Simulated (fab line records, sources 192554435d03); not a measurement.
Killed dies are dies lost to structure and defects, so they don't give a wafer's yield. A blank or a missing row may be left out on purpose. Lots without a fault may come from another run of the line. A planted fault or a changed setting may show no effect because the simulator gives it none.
Chamber matching | flow n5_finfet | N5_BEOL_M6_ETCH_66 on rie_diel-01: 4 sister chambers
The step etches SOC in N2/H2, target depth 80 nm, overetch 16 nm, time 120 s. 4 wafers are shown with their chamber, then 11 later ones without.

WAFERS WITH THEIR CHAMBER
wafer  | chamber | showerhead_plenum_p_Torr (Torr)
L081.6 | 3       | 2.51
L082.3 | 2       | 2.52
L084.1 | 0       | 2.69
L086.3 | 1       | 2.47

WAFERS WITHOUT THEIR CHAMBER
wafer  | showerhead_plenum_p_Torr (Torr)
L086.5 | 2.50
L086.6 | 2.51
L087.1 | 2.47
L087.2 | 2.68
L087.3 | 2.50
L087.4 | 2.68
L087.5 | 2.47
L087.6 | 2.50
L092.3 | 2.68
L092.5 | 2.50
L092.6 | 2.68

WHICH CHAMBER EACH WENT THROUGH
wafer  | from the rows above     | in truth
L086.5 | can't be placed: 3 or 2 | 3
L086.6 | can't be placed: 3 or 2 | 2
L087.1 | 1                       | 1
L087.2 | 0                       | 0
L087.3 | can't be placed: 3 or 2 | 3
L087.4 | 0                       | 0
L087.5 | 1                       | 1
L087.6 | can't be placed: 3 or 2 | 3
L092.3 | 0                       | 0
L092.5 | can't be placed: 3 or 2 | 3
L092.6 | 0                       | 0
Placed correctly: 6 of 11. Can't be placed from these rows: 5 (the true chamber is among the candidates in 5). Placed wrongly: 0.
How it was worked out, from the rows above alone: a wafer's distance from a chamber is the root of the sum, over the readings, of the square of ((its reading less the chamber's mean) divided by the reading's scatter). The wafer belongs to the nearest chamber; if the next one is less than 2 further off, it can't be placed. A chamber's mean is the mean of its shown wafers. The scatter: with one shown wafer a chamber, the root of the mean of the squares of how far each hidden wafer lies from its nearest shown one.
